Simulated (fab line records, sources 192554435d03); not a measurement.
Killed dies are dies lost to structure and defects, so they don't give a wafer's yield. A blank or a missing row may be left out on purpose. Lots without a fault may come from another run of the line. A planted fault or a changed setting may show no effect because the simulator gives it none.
fab line records | flow n5_finfet
record lots=7 wafers=39
route steps=1938 shown BEOL_M9@1467 BEOL_M13@1692 MIM_BOT@1833 PASSIVATION@1910
start_h: hours from the record's first day to the start of the lot's first wafer shown | wait_h: hours since the lot's step before | " the same as in the row above | L1.1+2: a row that stands for several wafers | - no value, or no start given | * or withheld: withheld | < > ~ a bound
route shown NAME@n: a module of which the file shows steps, and the number in the route of the first | usual: mean/standard deviation of fault-free wafers | same: alike in all rows | chamber/n: place in a boat | sites: the reading at each site | _std_site: their standard deviation | _edge_site: outer sites' mean less inner sites' | radius_mm: how far each site lies from the wafer's centre | mask NAME#n: copy n | behind: the tool/chamber that last shaped the wafer | hold: why the lot was held/for how many hours/how that ended | device: the transistor (n, p or np) that didn't switch | end of line: the same wafers' tests at the end of the route | a step without rows: its recipe alone | killed: dies lost to structure and defects at the first sort, not the wafer's yield | map: a wafer's dies, x killed, . not, _ none there
set.NAME: the setting as run; set.NAME@STEP: as run at that earlier step | model.NAME: the simulator's own value behind a step, which no gauge read
lots whose settings were changed on purpose; a table a step, a row a wafer
## steps
# step N5_BEOL_M9_DEP_56
# recipe material=SiCN target_thk_a=150 temp_c=withheld precursor=3MS/NH3 pressure_torr=3 rf_w=202 time_s=26.5
# columns lot.wafer tool chamber start_h wait_h set.target_thk_a model.SiCN_of_BEOL_M9_DEP_56.thk_nm
L074.1+4 pecvd-03 1 213.80 0.0 76.45 7.2
L074.2+3 " 0,2 " " 150 14.6
L074.5 " 2 " " 76.45 7.4
L074.6 " 0 " " 150 14.8
L076.1 pecvd-01 0 230.33 0.0 186.2 18.6
L076.2 " 1 " " 150 14.6
L076.3 " 1 " " 150 14.8
L076.4 " 0 " " 186.2 18.8
L076.5 " 1 " " 186.2 18.4
L076.6 " 0 " " 150 15.2
L075.1 pecvd-01 2 244.39 0.0 231.9 22.8
L075.2 " 1 " " 231.9 22.6
L075.3+4+5 " 0,2,1 " " 150 14.8
L075.6 " 0 " " 231.9 23.4
L078.1+2 pecvd-04 1,2 250.41 0.0 150 15
L078.3 " 0 " " 150 14.8
L078.4+5 " 0,1 " " 150 15.4
L078.6 " 2 " " 150 15.2
L086.3 pecvd-01 2 312.61 0.0 150 14.8
L086.5 " 0 " " 150 15.2
L086.6 " 1 " " 150 15
L092.1+4+6 pecvd-04 0,2,1 336.23 0.0 150 15.2
L092.2 " 1 " " 150 14.8
L092.3 " 2 " " 150 15
L092.5 " 0 " " 150 15.4
L097.1 pecvd-04 2 388.37 0.0 74.35 7.4
L097.2 " 0 " " 150 15
L097.3 " 1 " " 150 14.8
L097.4 " 2 " " 150 15.2
L097.5+6 " 1,0 " " 74.35 7.6
# step N5_BEOL_M13_DESCUM_33
# recipe chemistry=O2 time_s=7.9 source_power_w=50 bias_power_w=20 pressure_mtorr=20 rf_frequency_hz=2.712e+07 temp_c=40 o2_flow_sccm=225
# columns lot.wafer tool chamber start_h wait_h set.time_s model.coat_of_BEOL_M13_COAT_22.thk_nm
L074.1+6 rie_diel-03 2,1 237.88 0.1 7.9 283.8
L074.2 " 1 " " 7.9 284
L074.3 " 3 " " 7.9 283.4
L074.4 " 0 " " 7.9 284.2
L074.5 " 0 " " 7.9 283.6
L076.1+4 rie_diel-04 1,3 257.82 0.3 7.9 282.6
L076.2 " 2 " " 10.5 281.4
L076.3 " 0 " " 7.9 282.2
L076.5 " 1 " " 10.5 282.6
L076.6 " 0 " " 10.5 281.6
L075.1 rie_diel-05 3 267.34 0.0 7.9 282.4
L075.2 " 1 " " 12.26 280.8
L075.3 " 2 " " 7.9 282
L075.4 " 0 " " 7.9 282.6
L075.5 " 1 " " 12.26 280.2
L075.6 " 0 " " 12.26 279.8
L078.1+5 rie_diel-04 1,3 279.52 0.1 11.38 280.8
L078.2+4 " 0,2 " " 7.9 282.6
L078.3 " 3 " " 7.9 282.8
L078.6 " 0 " " 11.38 281.6
L086.3+6 rie_diel-03 1,3 337.20 0.0 7.9 283.4
L086.5 " 2 " " 7.9 283.2
L092.1 rie_diel-04 0 362.19 0.4 7.9 283.8
L092.2 " 2 " " 7.9 283.6
L092.3 " 1 " " 7.9 284
L092.4 " 0 " " 7.9 282.8
L092.5 " 1 " " 7.9 283.2
L092.6 " 2 " " 7.9 284.2
L097.1+2 rie_diel-03 0,2 411.06 0.3 7.9 283.6
L097.3+5 " 3,1 " " 3.834 285.2
L097.4 " 1 " " 7.9 283.2
L097.6 " 0 " " 3.834 284.8
# step N5_BEOL_M13_ETCH_67
# recipe chemistry=CF4 target=SiARC target_depth_a=1430 time_s=238.3 ion_energy_ev=80 pressure_mtorr=40 source_w=545 bias_w=36 Ar_flow_sccm=100 cf4_flow_sccm=100 ends=cleared
# columns lot.wafer tool chamber start_h wait_h set.time_s@BEOL_M13_DESCUM_33 model.coat_of_BEOL_M13_COAT_22.thk_nm
L074.1+2+4 rie_diel-03 2,1,0 237.92 0.0 7.9 212.6
L074.3 " 3 " " 7.9 212
L074.5 " 0 " " 7.9 212.2
L074.6 " 1 " " 7.9 212.4
L076.1+4 rie_diel-04 1,3 257.85 0.0 7.9 211.4
L076.2 " 2 " " 10.5 210.2
L076.3 " 0 " " 7.9 211.2
L076.5 " 1 " " 10.5 211.6
L076.6 " 0 " " 10.5 210.6
L075.1 rie_diel-05 3 267.37 0.0 7.9 211.2
L075.2 " 1 " " 12.26 209.6
L075.3 " 2 " " 7.9 210.6
L075.4 " 0 " " 7.9 211.4
L075.5 " 1 " " 12.26 208.8
L075.6 " 0 " " 12.26 208.4
L078.1 rie_diel-04 1 279.56 0.0 11.38 209.2
L078.2 " 0 " " 7.9 211.2
L078.3 " 3 " " 7.9 211.4
L078.4 " 2 " " 7.9 211
L078.5 " 3 " " 11.38 209
L078.6 " 0 " " 11.38 210.2
L086.3 rie_diel-03 1 337.24 0.0 7.9 211.6
L086.5 " 2 " " 7.9 211.4
L086.6 " 3 " " 7.9 211.8
L092.1 rie_diel-04 0 362.22 0.0 7.9 211.8
L092.2 " 2 " " 7.9 211.6
L092.3 " 1 " " 7.9 212
L092.4 " 0 " " 7.9 211
L092.5 " 1 " " 7.9 211.2
L092.6 " 2 " " 7.9 212.2
L097.1 rie_diel-03 0 411.10 0.0 7.9 211.8
L097.2+4 " 2,1 " " 7.9 211.6
L097.3+5 " 3,1 " " 3.834 213.4
L097.6 " 0 " " 3.834 213.2
# step N5_MIM_BOT_SPUTTER_00
# recipe material=TiN target_thk_a=350 temp_c=200 power_w=3000 chamber_pressure_pa=0.49996 gas=Ar reactive_partial_pa=0.37997 time_s=89.7
# columns lot.wafer tool chamber start_h wait_h set.time_s model.TiN_of_MIM_BOT_SPUTTER_00.thk_nm
L074.1 pvd_sputter-03 - 257.45 0.0 120.9 46.8
L074.2 " - " " 120.9 47.2
L074.3+4 " - " " 89.7 34.8
L074.5 " - " " 89.7 34.4
L074.6 " - " " 120.9 47
L076.1 pvd_sputter-02 - 279.82 0.0 37.33 14.6
L076.2 " - " " 37.33 14.4
L076.3 " - " " 37.33 14.2
L076.4 " - " " 89.7 35
L076.5 " - " " 89.7 34.6
L076.6 " - " " 89.7 35.2
L075.1+5 pvd_sputter-03 - 284.35 0.0 89.7 35.2
L075.2+4 " - " " 89.7 35.6
L075.3+6 " - " " 89.7 35.4
L078.1 pvd_sputter-01 - 295.69 0.0 129.7 50
L078.2 " - " " 129.7 50.4
L078.3 " - " " 129.7 50.6
L078.4+5 " - " " 89.7 34.2
L078.6 " - " " 89.7 34.4
L086.3+5+6 pvd_sputter-01 - 354.59 0.0 89.7 35
L092.1 pvd_sputter-03 - 382.33 0.0 89.7 35
L092.2 " - " " 53.5 21
L092.3 " - " " 89.7 34.6
L092.4 " - " " 53.5 20.6
L092.5 " - " " 89.7 34.8
L092.6 " - " " 53.5 20.4
L097.1+5 pvd_sputter-03 - 434.05 0.0 124.8 48.8
L097.2 " - " " 124.8 48.6
L097.3 " - " " 89.7 35
L097.4 " - " " 89.7 35.2
L097.6 " - " " 89.7 34.8
# step N5_PASSIVATION_ETCH_59
# recipe chemistry=Cl2/BCl3 target=TaN target_depth_a=650 time_s=34.9 ion_energy_ev=100 pressure_mtorr=10 icp_w=900 bias_w=100 Cl2_flow_sccm=60 bcl3_flow_sccm=30
# columns lot.wafer tool chamber start_h wait_h set.time_s model.etch.depth_nm
L074.1 rie_metal-02 1 266.17 0.7 29.3 54.55
L074.2 " 1 " " 34.9 64.67
L074.3 " 1 " " 34.9 64.36
L074.4 " 1 " " 29.3 54.1
L074.5 " 1 " " 34.9 64.53
L074.6 " 1 " " 29.3 54.52
L076.1 rie_metal-01 1 285.93 0.3 34.9 65.46
L076.2 " 0 " " 44.27 80.88
L076.3 " 1 " " 34.9 65.84
L076.4 " 0 " " 44.27 80.34
L076.5 " 0 " " 34.9 63.6
L076.6 " 1 " " 44.27 83.5
L075.1 rie_metal-02 1 295.50 0.3 17.47 32.18
L075.2 " 0 " " 34.9 63.74
L075.3 " 0 " " 17.47 31.71
L075.4 " 1 " " 34.9 64.52
L075.5 " 1 " " 34.9 64.64
L075.6 " 0 " " 17.47 31.86
L078.1 rie_metal-01 1 303.69 0.3 50.44 92.86
L078.2 " 0 " " 50.44 91.67
L078.3 " 0 " " 34.9 62.69
L078.4 " 1 " " 50.44 93.68
L078.5 " 0 " " 34.9 62.61
L078.6 " 1 " " 34.9 65.61
L086.3 rie_metal-02 1 364.39 0.2 34.9 64.3
L086.5 " 1 " " 34.9 64.56
L086.6 " 0 " " 34.9 63.74
L092.1 rie_metal-02 0 389.23 0.3 34.9 64.03
L092.2+5 " 1,0 " " 34.9 64.05
L092.3 " 1 " " 34.9 64.63
L092.4 " 0 " " 34.9 63.97
L092.6 " 1 " " 34.9 64.74
L097.1 rie_metal-01 0 443.79 0.3 19.58 35.59
L097.2 " 1 " " 34.9 65.85
L097.3+5 " 1 " " 34.9 65.91
L097.4 " 0 " " 19.58 35.49
L097.6 " 0 " " 19.58 35.62
## key
split step=N5_BEOL_M9_DEP_56 setting=target_thk_a stated=150 by=wafer
response step=N5_BEOL_M9_DEP_56 reading=model.SiCN_of_BEOL_M9_DEP_56.thk_nm change=+0.15 per=1% r=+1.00
split step=N5_BEOL_M13_DESCUM_33 setting=time_s stated=7.9 by=wafer
response step=N5_BEOL_M13_DESCUM_33 reading=model.coat_of_BEOL_M13_COAT_22.thk_nm change=-0.0329 per=1% r=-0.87
response step=N5_BEOL_M13_ETCH_67 reading=model.coat_of_BEOL_M13_COAT_22.thk_nm change=-0.0341 per=1% r=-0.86
split step=N5_MIM_BOT_SPUTTER_00 setting=time_s stated=89.7 by=wafer
response step=N5_MIM_BOT_SPUTTER_00 reading=model.TiN_of_MIM_BOT_SPUTTER_00.thk_nm change=+0.353 per=1% r=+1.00
split step=N5_PASSIVATION_ETCH_59 setting=time_s stated=34.9 by=wafer
response step=N5_PASSIVATION_ETCH_59 reading=model.etch.depth_nm change=+0.657 per=1% r=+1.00
